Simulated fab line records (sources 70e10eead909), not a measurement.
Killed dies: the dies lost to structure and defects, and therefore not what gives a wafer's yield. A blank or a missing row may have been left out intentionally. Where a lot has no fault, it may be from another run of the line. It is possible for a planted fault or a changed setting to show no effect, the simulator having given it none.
Chamber matching ; flow nand-harc ; rie-diel-12 running NHARC_P_BONDPAD_STRIP_15: 4 sister chambers
The step strips in O2. 14 wafers are shown with their chamber, then 7 later ones without.

== WAFERS, EACH WITH ITS CHAMBER ==
wafer;chamber;oes-product-au (a.u.);chamber-pressure-mTorr (mTorr);throttle-valve-pct (%)
L080.4;2;0.989;59.99;17.038
L080.5;3;1.003;59.95;17.029
L080.6;2;0.990;59.94;17.041
L082.3;2;0.984;60.00;17.049
L082.4;0;1.008;60.02;17.036
L082.5;3;1.004;60.02;17.038
L085.2;2;0.993;60.02;17.037
L085.3;3;1.004;60.06;17.035
L085.4;1;1.002;60.04;17.039
L087.2;0;1.025;60.05;17.041
L087.4;1;1.003;60.01;17.035
L087.5;3;1.006;59.93;17.039
L088.2;3;1.012;59.92;17.039
L088.3;2;0.996;59.97;17.042

SIGNATURES (means of the wafers above)
reading;chamber 0;chamber 1;chamber 2;chamber 3;scatter within a chamber
oes-product-au;1.01650;1.00250;0.99040;1.00580;0.00528
chamber-pressure-mTorr;60.0350;60.0250;59.9840;59.9760;0.0442
throttle-valve-pct;17.03850;17.03700;17.04140;17.03600;0.00426
Rule: for a wafer and a chamber, the distance is found by dividing, reading by reading, the gap between the wafer's reading and the chamber's mean by the reading's scatter, squaring, summing and taking the root. If the next closest chamber is less than 2 further off than the closest, the wafer can't be placed; otherwise it belongs to the closest. The scatter is the square root of a quotient: the sum, over the shown wafers, of each reading's squared deviation from its chamber's mean, divided by wafers minus chambers.

== WAFERS MISSING THEIR CHAMBER ==
wafer;oes-product-au (a.u.);chamber-pressure-mTorr (mTorr);throttle-valve-pct (%)
L088.5;1.008;59.93;17.040
L090.1;0.995;59.92;17.027
L090.3;0.999;60.02;17.043
L090.6;0.990;59.95;17.042
L092.1;1.006;60.06;17.038
L092.2;0.988;60.01;17.028
L092.5;0.992;59.92;17.026

== WHICH CHAMBER EACH ONE RAN IN ==
wafer;from the rows above;in truth
L088.5;can't be placed: 3 or 1 or 0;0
L090.1;can't be placed: 3 or 1 or 2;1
L090.3;can't be placed: 1 or 2 or 3 or 0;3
L090.6;2;2
L092.1;can't be placed: 1 or 3 or 0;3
L092.2;can't be placed: 2 or 1 or 3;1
L092.5;can't be placed: 3 or 2 or 1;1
Correct placement for 1 of the 7. Unplaceable from these rows: 6, with the true chamber sitting among the candidates in 6. Number placed wrongly: 0.
